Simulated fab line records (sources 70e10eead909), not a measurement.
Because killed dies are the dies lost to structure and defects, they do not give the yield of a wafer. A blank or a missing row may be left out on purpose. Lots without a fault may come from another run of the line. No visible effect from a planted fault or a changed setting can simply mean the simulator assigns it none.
Which tool did it? + flow nandHarc + 6 lots, 18 wafers sampled, at 4 steps of a route of 1159

## WHAT EACH GAUGE READ, for each wafer
NHARC_END_SORT_01.
| lot  | measured     | on        | killedAtArray |
|------|--------------|-----------|---------------|
| L307 | day 22 05:43 | prober-01 | 673 675 675   |
| L311 | day 23 14:16 | prober-01 | 33 25 35      |
| L312 | day 23 15:02 | prober-02 | 17 10 14      |

## WHICH TOOL RAN EACH LOT (tool, then ch and the chambers of the sampled wafers, then the start)
| lot  | NHARC_A_CONTACT_ETCH_50                      | NHARC_A_CONTACT_ETCH_117           | NHARC_A_CONTACT_ETCH_119           |
|------|----------------------------------------------|------------------------------------|------------------------------------|
| L298 | rieDiel-08 ch 2,3, day 17 13:13 or earlier   | harCapEtch-03 ch 0,1, day 17 13:13 | harCapEtch-03 ch 0,1, day 17 13:24 |
| L299 | rieDiel-08 ch 0,2, day 18 00:05 or earlier   | harCapEtch-03 ch 0,1, day 18 00:05 | harCapEtch-03 ch 0,1, day 18 00:16 |
| L307 | rieDiel-08 ch 0,2, day 19 08:15 or earlier   | harCapEtch-03 ch 0, day 19 08:15   | harCapEtch-03 ch 0, day 19 08:26   |
| L311 | rieDiel-11 ch 0,3, day 20 01:26 or earlier   | harCapEtch-01 ch 0,1, day 20 01:26 | harCapEtch-01 ch 0,1, day 20 01:37 |
| L312 | rieDiel-08 ch 1,2,3, day 20 14:31 or earlier | harCapEtch-03 ch 0,1, day 20 14:31 | harCapEtch-03 ch 0,1, day 20 14:43 |
| L316 | rieDiel-08 ch 0,1,3, day 21 14:01 or earlier | harCapEtch-01 ch 0,1, day 21 14:01 | harCapEtch-01 ch 0,1, day 21 14:11 |
- NHARC_A_CONTACT_ETCH_50: etches the open film in CF4/CHF3, target depth 84.7 nm, time 42.4 s.
- NHARC_A_CONTACT_ETCH_117: etches the open film in C4F8/O2/Ar, time 94 s, target depth 922 nm.
- NHARC_A_CONTACT_ETCH_119: etches the open film in C4F8/O2/Ar, time 94 s, target depth 922 nm.

## THE ANSWER, worked out from the rows above alone
Rule: usual is defined by the lots themselves. Put in order of their means at a reading, lots are off if they are a third of the lots or fewer, leave a main group of 4 or more, and stand apart from it by a gap of 3 or more times the standard deviation of the main group's means; of several such gaps the widest counts. A main group is skipped when, at the precision printed for the reading in the tables above, its means are all equal. Also off: a lot with no number at a reading for which 4 or more lots have one. The other lots that the step has rows for count as sound.
No lot is off at any reading shown: from this, nothing can be told.

## WHAT HAD BEEN PUT IN BY THE SIMULATOR
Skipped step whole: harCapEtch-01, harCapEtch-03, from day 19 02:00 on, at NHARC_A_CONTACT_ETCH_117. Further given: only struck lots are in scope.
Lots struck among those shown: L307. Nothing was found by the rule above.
